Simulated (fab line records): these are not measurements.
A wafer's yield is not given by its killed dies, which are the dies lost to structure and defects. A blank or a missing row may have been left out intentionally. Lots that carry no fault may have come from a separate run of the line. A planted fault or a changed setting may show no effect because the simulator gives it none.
Chamber matching    flow nandHarc    NHARC_A_CONTACT_ETCH_90 on rieDiel-13 has 4 sister chambers
The step etches the open film in CH3F/O2, target depth 40 nm, time 85.7 s. 16 wafers are shown with their chamber, then 7 later ones without.

## WAFERS, EACH WITH ITS CHAMBER
wafer   chamber  drypumpMotorCurrentA (A)  runLengthS (s)  rfVppV (V)
L280.1  1        5.2                       106.8           246.0
L280.3  0        5.6                       105.9           243.3
L280.6  1        5.2                       106.5           245.0
L278.1  1        5.2                       106.5           244.5
L278.3  3        6.2                       106.6           244.4
L278.6  3        6.2                       106.4           245.6
L279.3  1        5.2                       106.5           245.4
L279.4  2        6.1                       106.7           242.4
L279.5  0        5.6                       106.2           242.1
L282.1  2        6.0                       106.9           242.3
L282.3  1        5.2                       106.9           244.4
L282.5  0        5.6                       106.2           244.7
L281.3  1        5.2                       106.5           243.4
L281.5  0        5.6                       106.2           244.2
L281.6  3        6.2                       106.8           246.9
L286.3  2        6.1                       107.4           243.1

SIGNATURES (means of the wafers above)
reading               chamber 0  chamber 1  chamber 2  chamber 3  scatter within a chamber
drypumpMotorCurrentA  5.600      5.200      6.067      6.200      0.0236
runLengthS            106.125    106.617    107.000    106.600    0.219
rfVppV                243.575    244.783    242.600    245.633    0.977
Rule: for each reading, subtract the chamber's mean from the wafer's reading, divide by that reading's scatter and square the result; add these up over the readings and take the root, which gives the wafer's distance from the chamber. If the next closest chamber is less than 2 further off than the closest, the wafer can't be placed; otherwise it belongs to the closest. How the scatter is found: for the shown wafers, subtract from each reading the mean of its chamber, square and add these, divide the total by (wafers less chambers), then take the root.

## WAFERS WITHOUT THEIR CHAMBER
wafer   drypumpMotorCurrentA (A)  runLengthS (s)  rfVppV (V)
L286.5  5.6                       106.1           244.3
L286.6  6.2                       106.3           246.3
L285.4  5.2                       106.6           244.7
L285.5  5.2                       106.8           244.1
L285.6  5.5                       106.0           245.4
L290.2  5.6                       106.2           244.2
L290.4  5.2                       106.5           245.2

## EACH ONE'S CHAMBER
wafer   from the rows above  in truth
L286.5  0                    0
L286.6  3                    3
L285.4  1                    1
L285.5  1                    1
L285.6  0                    0
L290.2  0                    0
L290.4  1                    1
Placed correctly: 7 of 7. Number that these rows cannot place: 0. Wrongly placed: 0.
